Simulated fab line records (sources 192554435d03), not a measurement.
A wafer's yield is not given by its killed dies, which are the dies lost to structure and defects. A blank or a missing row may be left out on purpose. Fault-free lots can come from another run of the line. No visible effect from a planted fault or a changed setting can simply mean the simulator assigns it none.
Chamber matching -- flow n5_finfet -- N5_HKMG_FIN_CMP_94 on cmp-03 has 4 sister chambers
The step polishes, stops on SiNx, t overpolish 4.7 s, target thk 43.299 nm. 4 wafers are shown with their chamber, then 7 later ones without.

WAFERS PAIRED WITH THEIR CHAMBERS
wafer,chamber,motor_current_A (A)
L082.1,3,12.6
L083.5,2,11.1
L087.1,0,10.5
L087.2,1,11.3

WAFERS WHOSE CHAMBER IS MISSING
wafer,motor_current_A (A)
L087.3,10.8
L092.1,10.6
L092.4,12.5
L092.5,12.6
L097.2,12.6
L097.3,11.1
L097.5,10.5

CHAMBER TAKEN BY EACH
wafer,from the rows above,in truth
L087.3,can't be placed: 2 or 0 or 1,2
L092.1,0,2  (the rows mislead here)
L092.4,3,3
L092.5,3,3
L097.2,3,3
L097.3,can't be placed: 2 or 1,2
L097.5,0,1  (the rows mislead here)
Correctly placed: 3 of 7. Cannot be placed on the basis of these rows: 2; the candidates contain the true chamber in 2. Wrongly placed: 2.
How it was worked out, from the rows above alone: a wafer's distance from a chamber is the root of the sum, over the readings, of the square of ((its reading less the chamber's mean) divided by the reading's scatter). The wafer belongs to the nearest chamber; if the next one is less than 2 further off, it can't be placed. For every chamber, the mean is computed from those of its wafers that are shown. The scatter (one wafer shown for each chamber): square how far every hidden wafer sits from the nearest shown wafer, average those squares and take the square root.
